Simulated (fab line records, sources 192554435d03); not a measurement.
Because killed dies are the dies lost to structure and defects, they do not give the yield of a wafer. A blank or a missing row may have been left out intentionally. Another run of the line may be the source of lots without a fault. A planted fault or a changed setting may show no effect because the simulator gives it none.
fab line records | flow n5Finfet | part 2 of 2: steps 5 to 6 of 6
record: lots: 23 | wafers: 69 | lastDay: 17
route steps=1938 shown WELL_APT@45 PMOS_HMC_CHANNEL_EPI@81 FIN_CUT@176 DUMMY_GATE@235 SD_EPI_N@277
lots with no fault: from the same line, run without faults
startH: hours from the record's opening day to when the first of the lot's shown wafers began | waitH: hours elapsed since this lot's preceding step | " as in the row above | L1.1+2: one row covering several wafers at once | - no value present, or no start provided | * or withheld: withheld | < > ~ a bound
route shown NAME@n: names a module that has steps shown in the file, with the first one's number in the route | usual: the fault-free wafers' mean and standard deviation | same: alike in all rows | chamber/n: place in a boat | sites: the reading at each site | _std_site: how widely they spread, as a standard deviation | _edge_site: the outer-site mean with the inner-site mean subtracted | radiusMm: how far each site lies from the wafer's centre | mask NAME#n: copy n | behind: the last tool/chamber to shape the wafer | hold: cause of the lot's hold/its duration in hours/its outcome | device: names the non-switching transistor (n, p or np) | end of line: tests run on the same wafers once the route is complete | a step without rows: its recipe alone | killed: not the wafer's yield, but the dies lost to structure and defects at the first sort | map: a wafer's dies, x killed, . not, _ none there
set.NAME: the setting the step ran with; set.NAME@STEP: the setting that earlier step ran with | model.NAME: the simulator's own value behind a step, which no gauge read
route steps across a sampled set of lots; one table per step, one row per wafer
services: the hour from which a tool's chamber was out of use, counted from the record's first day as startH (under 0 if before that day), plus the number of hours and why
== steps ==
step: N5_DUMMY_GATE_ETCH_42
recipe: chemistry: CHF3/O2 | target: SiO2 | targetDepthA: 35 | timeS: 31 | ionEnergyEv: 30 | biasW: 12 | pressureMtorr: 30 | sourceW: 600 | Ar_flow_sccm: 200 | CHF3_flow_sccm: 50 | O2_flow_sccm: 5
usual: drypumpMotorCurrentA: 5.6/0.44 | oes_o_777_au: 0.76/0.052 | oesProductAu: 0.75/0.06 | rfVppV: 42.4/1.1 | showerheadPlenumPTorr: 2.42/0.073 | throttleValvePct: 18.88/0.28
lot.wafer | tool       | chamber | startH | waitH | drypumpMotorCurrentA | oes_o_777_au | oesProductAu | rfHoursCounterH | rfVppV | showerheadPlenumPTorr | throttleValvePct
L074.3    | rieDiel-04 | 0       | 47.29  | 0.1   | 4.7                  | 0.74         | 0.73         | 153             | 42.9   | 2.32                  | 18.95
L074.5    | "          | 2       | "      | "     | 5.7                  | 0.77         | 0.75         | -               | 41.4   | 2.50                  | 18.36
L074.6    | "          | 1       | "      | "     | 6.1                  | 0.70         | 0.70         | -               | 43.5   | 2.40                  | 19.02
L075.3    | rieDiel-01 | 3       | 51.87  | 0.0   | 5.8                  | 0.77         | 0.75         | 146             | 41.1   | 2.31                  | 18.67
L075.4    | "          | 0       | "      | "     | 5.3                  | 0.75         | 0.70         | 216             | 40.8   | 2.46                  | 19.04
L075.6    | "          | 0       | "      | "     | 5.3                  | 0.75         | 0.71         | -               | 43.2   | 2.46                  | 19.06
L076.3    | rieDiel-03 | 2       | 68.10  | 0.0   | 5.5                  | 0.79         | 0.77         | 127             | 42.2   | 2.34                  | 19.05
L076.4    | "          | 2       | "      | "     | 5.5                  | 0.79         | 0.77         | -               | 41.7   | 2.34                  | 19.08
L076.6    | "          | 3       | "      | "     | 5.3                  | 0.80         | 0.78         | -               | 42.9   | 2.53                  | 19.00
L078.1    | rieDiel-04 | 0       | 76.87  | 0.2   | 4.7                  | 0.73         | 0.72         | 162             | 41.0   | 2.32                  | 18.95
L078.3    | "          | 1       | "      | "     | 6.1                  | 0.69         | 0.70         | 227             | 42.2   | 2.40                  | 19.04
L078.6    | "          | 3       | "      | "     | 5.9                  | 0.75         | 0.72         | -               | 42.8   | 2.39                  | 19.20
L079.1    | rieDiel-01 | 0       | 80.56  | 0.0   | 5.3                  | 0.74         | 0.70         | 224             | 40.5   | 2.46                  | 19.07
L079.3    | "          | 3       | "      | "     | 5.8                  | 0.77         | 0.74         | 154             | 40.9   | 2.31                  | 18.66
L079.5    | "          | 0       | "      | "     | 5.3                  | 0.74         | 0.70         | -               | 41.7   | 2.46                  | 19.05
L080.1    | rieDiel-03 | 0       | 83.54  | 0.0   | 5.7                  | 0.75         | 0.76         | 117             | 41.4   | 2.52                  | 19.00
L080.2    | "          | 3       | "      | "     | 5.3                  | 0.80         | 0.78         | 145             | 42.4   | 2.52                  | 19.02
L080.4    | "          | 0       | "      | "     | 5.7                  | 0.75         | 0.76         | -               | 42.1   | 2.52                  | 19.00
L081.2    | rieDiel-04 | 2       | 93.04  | 0.0   | 5.7                  | 0.75         | 0.75         | 147             | 40.4   | 2.50                  | 18.40
L081.5    | "          | 0       | "      | "     | 4.7                  | 0.73         | 0.72         | -               | 44.6   | 2.32                  | 18.97
L081.6    | "          | 1       | "      | "     | 6.1                  | 0.70         | 0.70         | -               | 44.3   | 2.40                  | 19.04
L082.1    | rieDiel-04 | 1       | 95.53  | 0.0   | 6.1                  | 0.70         | 0.69         | 233             | 43.2   | 2.40                  | 19.06
L082.2    | "          | 2       | "      | "     | 5.7                  | 0.75         | 0.74         | 148             | 41.1   | 2.50                  | 18.40
L082.3    | "          | 0       | "      | "     | 4.7                  | 0.73         | 0.71         | 167             | 41.6   | 2.32                  | 18.98
L083.3    | rieDiel-01 | 0       | 101.54 | 0.2   | 5.3                  | 0.74         | 0.70         | 231             | 41.3   | 2.45                  | 19.08
L083.4    | "          | 1       | "      | "     | 6.0                  | 0.90         | 0.92         | 17              | 43.1   | 2.46                  | 18.42
L083.5    | "          | 2       | "      | "     | 6.3                  | 0.78         | 0.75         | -               | 43.5   | 2.41                  | 18.87
L084.3    | rieDiel-04 | 0       | 110.00 | 0.3   | 4.7                  | 0.72         | 0.71         | 172             | 42.5   | 2.32                  | 18.97
L084.4    | "          | 1       | "      | "     | 6.1                  | 0.69         | 0.70         | -               | 44.3   | 2.40                  | 19.06
L084.6    | "          | 0       | "      | "     | 4.7                  | 0.72         | 0.72         | -               | 44.0   | 2.32                  | 18.98
L085.2    | rieDiel-04 | 1       | 122.74 | 0.2   | 6.1                  | 0.68         | 0.69         | 244             | 41.3   | 2.39                  | 19.06
L085.4    | "          | 2       | "      | "     | 5.7                  | 0.75         | 0.74         | 160             | 41.9   | 2.49                  | 18.40
L085.5    | "          | 2       | "      | "     | 5.7                  | 0.74         | 0.73         | -               | 41.7   | 2.49                  | 18.40
L086.2    | rieDiel-01 | 0       | 123.07 | 0.1   | 5.3                  | 0.74         | 0.69         | 231             | 40.7   | 2.45                  | 19.07
L086.3    | "          | 1       | "      | "     | 6.0                  | 0.89         | 0.92         | 18              | 43.0   | 2.46                  | 18.40
L086.5    | "          | 0       | "      | "     | 5.3                  | 0.74         | 0.69         | -               | 41.1   | 2.45                  | 19.06
L087.3    | rieDiel-04 | 2       | 128.31 | 0.0   | 5.7                  | 0.74         | 0.74         | 161             | 41.5   | 2.49                  | 18.42
L087.4    | "          | 0       | "      | "     | 4.7                  | 0.71         | 0.71         | -               | 44.2   | 2.31                  | 18.99
L087.5    | "          | 1       | "      | "     | 6.0                  | 0.69         | 0.68         | -               | 41.1   | 2.39                  | 19.06
L088.1    | rieDiel-03 | 1       | 134.34 | 0.0   | 5.8                  | 0.77         | 0.75         | 167             | 42.7   | 2.42                  | 18.98
L088.3    | "          | 2       | "      | "     | 5.5                  | 0.76         | 0.76         | 152             | 42.5   | 2.33                  | 19.09
L088.5    | "          | 3       | "      | "     | 5.2                  | 0.78         | 0.77         | -               | 42.1   | 2.52                  | 19.06
L089.1    | rieDiel-01 | 3       | 137.13 | 0.0   | 5.8                  | 0.77         | 0.74         | 162             | 40.9   | 2.31                  | 18.70
L089.5    | "          | 3       | "      | "     | 5.8                  | 0.76         | 0.73         | -               | 41.1   | 2.31                  | 18.69
L089.6    | "          | 2       | "      | "     | 6.3                  | 0.78         | 0.74         | -               | 41.4   | 2.41                  | 18.88
L090.2    | rieDiel-01 | 0       | 144.46 | 0.0   | 5.3                  | 0.73         | 0.69         | 238             | 41.6   | 2.45                  | 19.08
L090.5    | "          | 1       | "      | "     | 6.0                  | 0.88         | 0.91         | -               | 44.8   | 2.46                  | 18.42
L090.6    | "          | 3       | "      | "     | 5.8                  | 0.76         | 0.73         | -               | 41.6   | 2.31                  | 18.70
L091.1    | rieDiel-04 | 2       | 151.35 | 0.0   | 5.8                  | 0.73         | 0.73         | 171             | 43.3   | 2.49                  | 18.44
L091.2    | "          | 0       | "      | "     | 4.7                  | 0.71         | 0.69         | 191             | 42.7   | 2.31                  | 18.98
L091.6    | "          | 1       | "      | "     | 6.1                  | 0.68         | 0.67         | -               | 42.7   | 2.39                  | 19.08
L092.1    | rieDiel-01 | 3       | 161.16 | 0.5   | 5.8                  | 0.76         | 0.73         | 171             | 42.2   | 2.31                  | 18.71
L092.3    | "          | 0       | "      | "     | 5.3                  | 0.73         | 0.69         | 242             | 41.0   | 2.45                  | 19.09
L092.4    | "          | 1       | "      | "     | 6.0                  | 0.87         | 0.89         | 27              | 42.9   | 2.46                  | 18.43
L093.2    | rieDiel-03 | 0       | 165.25 | 0.1   | 5.7                  | 0.72         | 0.73         | 146             | 39.6   | 2.51                  | 19.05
L093.4    | "          | 2       | "      | "     | 5.5                  | 0.77         | 0.75         | 161             | 43.7   | 2.33                  | 19.10
L093.5    | "          | 3       | "      | "     | 5.3                  | 0.77         | 0.76         | -               | 43.6   | 2.51                  | 19.05
L094.1    | rieDiel-04 | 3       | 168.49 | 0.0   | 5.9                  | 0.75         | 0.71         | 214             | 43.6   | 2.39                  | 19.24
L094.2    | "          | 0       | "      | "     | 4.7                  | 0.71         | 0.71         | 198             | 44.4   | 2.31                  | 19.01
L094.3    | "          | 2       | "      | "     | 5.7                  | 0.73         | 0.73         | 178             | 42.6   | 2.48                  | 18.45
L095.2    | rieDiel-03 | 1       | 173.09 | 0.0   | 5.7                  | 0.76         | 0.75         | 178             | 42.4   | 2.41                  | 19.00
L095.3    | "          | 3       | "      | "     | 5.2                  | 0.78         | 0.75         | 176             | 42.7   | 2.51                  | 19.08
L095.5    | "          | 3       | "      | "     | 5.2                  | 0.77         | 0.75         | -               | 43.4   | 2.51                  | 19.06
L096.2    | rieDiel-03 | 0       | 183.08 | 0.1   | 5.6                  | 0.72         | 0.73         | 150             | 41.0   | 2.51                  | 19.06
L096.4    | "          | 1       | "      | "     | 5.8                  | 0.75         | 0.74         | 181             | 41.0   | 2.41                  | 18.99
L096.5    | "          | 0       | "      | "     | 5.6                  | 0.72         | 0.72         | -               | 43.0   | 2.51                  | 19.05
L097.1    | rieDiel-04 | 3       | 184.78 | 0.0   | 5.9                  | 0.74         | 0.71         | 220             | 44.0   | 2.38                  | 19.25
L097.3    | "          | 0       | "      | "     | 4.7                  | 0.70         | 0.70         | 204             | 43.4   | 2.30                  | 19.01
L097.5    | "          | 2       | "      | "     | 5.8                  | 0.72         | 0.72         | -               | 43.0   | 2.48                  | 18.47
step: N5_SD_EPI_N_ETCHBACK_44
recipe: chemistry: CH3F/O2 | mode: anisotropicEtchback | target: SiNx | targetDepthA: 145 | stopOn: SiO2 | overEtchFrac: 0.3 | ionEnergyEv: 120 | pressureMtorr: 30 | sourceW: 395 | biasW: 73 | Ar_flow_sccm: 150 | CH3F_flow_sccm: 30 | O2_flow_sccm: 20
usual: drypumpMotorCurrentA: 5.7/0.46 | oes_o_777_au: 0.80/0.06 | oesProductAu: 0.68/0.049 | rfVppV: 297/6.2 | showerheadPlenumPTorr: 2.05/0.036 | throttleValvePct: 16.35/0.22
lot.wafer | tool       | chamber | startH | waitH | drypumpMotorCurrentA | oes_o_777_au | oesProductAu | rfHoursCounterH | rfVppV | showerheadPlenumPTorr | throttleValvePct
L074.3    | rieDiel-06 | 3       | 48.92  | 0.0   | 5.7                  | 0.89         | 0.75         | 43              | 300    | 2.05                  | 16.44
L074.5    | "          | 3       | "      | "     | 5.7                  | 0.88         | 0.75         | -               | 300    | 2.05                  | 16.42
L074.6    | "          | 2       | "      | "     | 5.5                  | 0.83         | 0.71         | -               | 289    | 2.03                  | 16.17
L075.3    | rieDiel-02 | 0       | 53.79  | 0.0   | 6.5                  | 0.92         | 0.79         | 19              | 294    | 2.12                  | 16.21
L075.4    | "          | 1       | "      | "     | 6.3                  | 0.73         | 0.63         | 186             | 294    | 1.99                  | 16.18
L075.6    | "          | 0       | "      | "     | 6.5                  | 0.92         | 0.78         | -               | 293    | 2.12                  | 16.21
L076.3    | rieDiel-06 | 1       | 70.62  | 0.0   | 5.7                  | 0.75         | 0.62         | 166             | 296    | 2.07                  | 16.38
L076.4    | "          | 3       | "      | "     | 5.7                  | 0.87         | 0.75         | 51              | 301    | 2.05                  | 16.45
L076.6    | "          | 3       | "      | "     | 5.7                  | 0.87         | 0.75         | -               | 300    | 2.05                  | 16.45
L078.1    | rieDiel-05 | 1       | 78.84  | 0.0   | 6.2                  | 0.88         | 0.75         | 46              | 304    | 2.05                  | 16.39
L078.3    | "          | 0       | "      | "     | 5.5                  | 0.84         | 0.68         | 83              | 302    | 2.03                  | 16.54
L078.6    | "          | 1       | "      | "     | 6.2                  | 0.89         | 0.75         | -               | 304    | 2.05                  | 16.41
L079.1    | rieDiel-06 | 2       | 82.53  | 0.0   | 5.5                  | 0.81         | 0.70         | 79              | 287    | 2.03                  | 16.19
L079.3    | "          | 1       | "      | "     | 5.7                  | 0.74         | 0.61         | 171             | 294    | 2.06                  | 16.38
L079.5    | "          | 3       | "      | "     | 5.7                  | 0.86         | 0.74         | -               | 302    | 2.05                  | 16.46
L080.1    | rieDiel-05 | 1       | 85.39  | 0.0   | 6.2                  | 0.88         | 0.75         | 48              | 305    | 2.04                  | 16.42
L080.2    | "          | 2       | "      | "     | 4.9                  | 0.75         | 0.65         | 154             | 303    | 2.08                  | 16.04
L080.4    | "          | 0       | "      | "     | 5.5                  | 0.83         | 0.69         | 85              | 302    | 2.03                  | 16.55
L081.2    | rieDiel-05 | 1       | 94.90  | 0.0   | 6.2                  | 0.87         | 0.75         | 51              | 304    | 2.04                  | 16.41
L081.5    | "          | 3       | "      | "     | 5.4                  | 0.89         | 0.73         | -               | 294    | 2.11                  | 16.05
L081.6    | "          | 0       | "      | "     | 5.5                  | 0.83         | 0.68         | -               | 303    | 2.03                  | 16.58
L082.1    | rieDiel-05 | 2       | 97.61  | 0.0   | 4.9                  | 0.75         | 0.65         | 157             | 303    | 2.08                  | 16.06
L082.2    | "          | 3       | "      | "     | 5.5                  | 0.89         | 0.73         | 62              | 293    | 2.11                  | 16.04
L082.3    | "          | 0       | "      | "     | 5.5                  | 0.83         | 0.69         | 89              | 301    | 2.03                  | 16.58
L083.3    | rieDiel-05 | 0       | 103.72 | 0.0   | 5.5                  | 0.82         | 0.69         | 90              | 301    | 2.03                  | 16.56
L083.4    | "          | 1       | "      | "     | 6.2                  | 0.88         | 0.74         | 54              | 304    | 2.04                  | 16.41
L083.5    | "          | 3       | "      | "     | 5.5                  | 0.88         | 0.73         | -               | 292    | 2.11                  | 16.05
L084.3    | rieDiel-05 | 1       | 111.74 | 0.0   | 6.2                  | 0.87         | 0.73         | 58              | 304    | 2.04                  | 16.41
L084.4    | "          | 3       | "      | "     | 5.5                  | 0.88         | 0.72         | 66              | 293    | 2.11                  | 16.04
L084.6    | "          | 3       | "      | "     | 5.5                  | 0.88         | 0.72         | -               | 294    | 2.11                  | 16.05
L085.2    | rieDiel-02 | 2       | 124.36 | 0.0   | 5.1                  | 0.73         | 0.63         | 176             | 291    | 2.01                  | 16.83
L085.4    | "          | 1       | "      | "     | 6.3                  | 0.72         | 0.61         | 211             | 294    | 1.98                  | 16.22
L085.5    | "          | 1       | "      | "     | 6.3                  | 0.71         | 0.61         | -               | 294    | 1.98                  | 16.23
L086.2    | rieDiel-06 | 1       | 124.84 | 0.0   | 5.7                  | 0.73         | 0.61         | 186             | 296    | 2.06                  | 16.39
L086.3    | "          | 3       | "      | "     | 5.7                  | 0.86         | 0.73         | 69              | 301    | 2.04                  | 16.49
L086.5    | "          | 2       | "      | "     | 5.5                  | 0.80         | 0.69         | -               | 290    | 2.02                  | 16.23
L087.3    | rieDiel-06 | 3       | 129.93 | 0.0   | 5.7                  | 0.84         | 0.73         | 70              | 301    | 2.04                  | 16.49
L087.4    | "          | 0       | "      | "     | 6.4                  | 0.74         | 0.62         | 181             | 288    | 1.99                  | 16.65
L087.5    | "          | 2       | "      | "     | 5.5                  | 0.79         | 0.69         | -               | 290    | 2.02                  | 16.23
L088.1    | rieDiel-05 | 1       | 136.68 | 0.0   | 6.2                  | 0.85         | 0.73         | 66              | 305    | 2.04                  | 16.43
L088.3    | "          | 2       | "      | "     | 4.9                  | 0.73         | 0.63         | 171             | 304    | 2.07                  | 16.07
L088.5    | "          | 1       | "      | "     | 6.2                  | 0.86         | 0.73         | -               | 304    | 2.04                  | 16.44
L089.1    | rieDiel-05 | 1       | 138.88 | 0.0   | 6.2                  | 0.86         | 0.72         | 67              | 305    | 2.04                  | 16.45
L089.5    | "          | 1       | "      | "     | 6.2                  | 0.86         | 0.72         | -               | 303    | 2.04                  | 16.44
L089.6    | "          | 0       | "      | "     | 5.5                  | 0.81         | 0.67         | -               | 302    | 2.02                  | 16.59
L090.2    | rieDiel-06 | 0       | 147.73 | 0.0   | 6.4                  | 0.73         | 0.61         | 188             | 288    | 1.99                  | 16.66
L090.5    | "          | 0       | "      | "     | 6.4                  | 0.74         | 0.61         | -               | 288    | 1.99                  | 16.66
L090.6    | "          | 1       | "      | "     | 5.7                  | 0.73         | 0.60         | -               | 295    | 2.06                  | 16.41
L091.1    | rieDiel-05 | 1       | 154.46 | 0.0   | 6.2                  | 0.85         | 0.72         | 73              | 304    | 2.04                  | 16.44
L091.2    | "          | 3       | "      | "     | 5.5                  | 0.86         | 0.71         | 80              | 291    | 2.10                  | 16.08
L091.6    | "          | 1       | "      | "     | 6.2                  | 0.84         | 0.72         | -               | 305    | 2.04                  | 16.45
L092.1    | rieDiel-05 | 1       | 163.10 | 0.0   | 6.2                  | 0.84         | 0.72         | 76              | 305    | 2.04                  | 16.44
L092.3    | "          | 2       | "      | "     | 4.9                  | 0.73         | 0.63         | 181             | 303    | 2.07                  | 16.10
L092.4    | "          | 0       | "      | "     | 5.5                  | 0.81         | 0.66         | 111             | 302    | 2.02                  | 16.62
L093.2    | rieDiel-06 | 3       | 167.55 | 0.0   | 5.7                  | 0.83         | 0.71         | 86              | 302    | 2.04                  | 16.51
L093.4    | "          | 2       | "      | "     | 5.5                  | 0.78         | 0.67         | 112             | 288    | 2.02                  | 16.27
L093.5    | "          | 2       | "      | "     | 5.5                  | 0.79         | 0.66         | -               | 289    | 2.02                  | 16.25
L094.1    | rieDiel-06 | 2       | 170.96 | 0.0   | 5.5                  | 0.77         | 0.66         | 114             | 288    | 2.01                  | 16.27
L094.2    | "          | 1       | "      | "     | 5.7                  | 0.73         | 0.60         | 201             | 294    | 2.06                  | 16.44
L094.3    | "          | 0       | "      | "     | 6.4                  | 0.73         | 0.61         | 198             | 287    | 1.98                  | 16.70
L095.2    | rieDiel-06 | 2       | 174.83 | 0.0   | 5.5                  | 0.78         | 0.66         | 115             | 289    | 2.01                  | 16.28
L095.3    | "          | 3       | "      | "     | 5.7                  | 0.83         | 0.70         | 90              | 302    | 2.04                  | 16.51
L095.5    | "          | 3       | "      | "     | 5.7                  | 0.83         | 0.71         | -               | 302    | 2.04                  | 16.51
L096.2    | rieDiel-02 | 2       | 184.78 | 0.0   | 5.1                  | 0.73         | 0.62         | 190             | 292    | 2.00                  | 16.86
L096.4    | "          | 0       | "      | "     | 6.5                  | 0.86         | 0.74         | 55              | 294    | 2.10                  | 16.27
L096.5    | "          | 1       | "      | "     | 6.3                  | 0.71         | 0.60         | -               | 293    | 1.98                  | 16.24
L097.1    | rieDiel-05 | 3       | 187.11 | 0.0   | 5.5                  | 0.84         | 0.69         | 94              | 294    | 2.10                  | 16.12
L097.3    | "          | 1       | "      | "     | 6.2                  | 0.83         | 0.71         | 88              | 304    | 2.03                  | 16.49
L097.5    | "          | 2       | "      | "     | 4.9                  | 0.72         | 0.63         | -               | 304    | 2.07                  | 16.11
== services ==
tool       | chamber | startH | hours | kind
cmp-03     | -       | -1.46  | 4.0   | pm
cmp-01     | -       | 0.44   | 5.7   | pm
rieDiel-04 | 0       | 1.82   | 6.5   | repair
cmp-01     | -       | 6.67   | 7.2   | repair
rieDiel-05 | 0       | 8.74   | 9.8   | repair
rieDiel-01 | 3       | 13.29  | 13.9  | repair
rieSi-05   | -       | 14.18  | 1.6   | repair
rieDiel-03 | 3       | 30.37  | 10.2  | repair
cmp-01     | -       | 42.02  | 0.6   | repair
rieSi-05   | 2       | 60.03  | 2.3   | repair
rieDiel-03 | 1       | 64.09  | 32.7  | repair
rieDiel-01 | 2       | 71.21  | 11.1  | repair
rieDiel-01 | -       | 75.75  | 4.3   | pm
rieDiel-01 | 3       | 89.35  | 5.1   | repair
cmp-03     | -       | 90.38  | 4.7   | pm
rieDiel-01 | -       | 103.88 | 18.9  | repair
rieSi-05   | 0       | 106.32 | 2.1   | repair
rieDiel-04 | 3       | 109.90 | 12.2  | repair
cmp-01     | -       | 121.33 | 4.0   | pm
rieDiel-04 | 3       | 126.58 | 27.6  | repair
rieDiel-01 | -       | 126.93 | 0.3   | repair
rieDiel-04 | -       | 138.91 | 0.5   | repair
rieDiel-05 | 2       | 164.28 | 5.6   | repair
cmp-01     | -       | 182.65 | 5.5   | pm
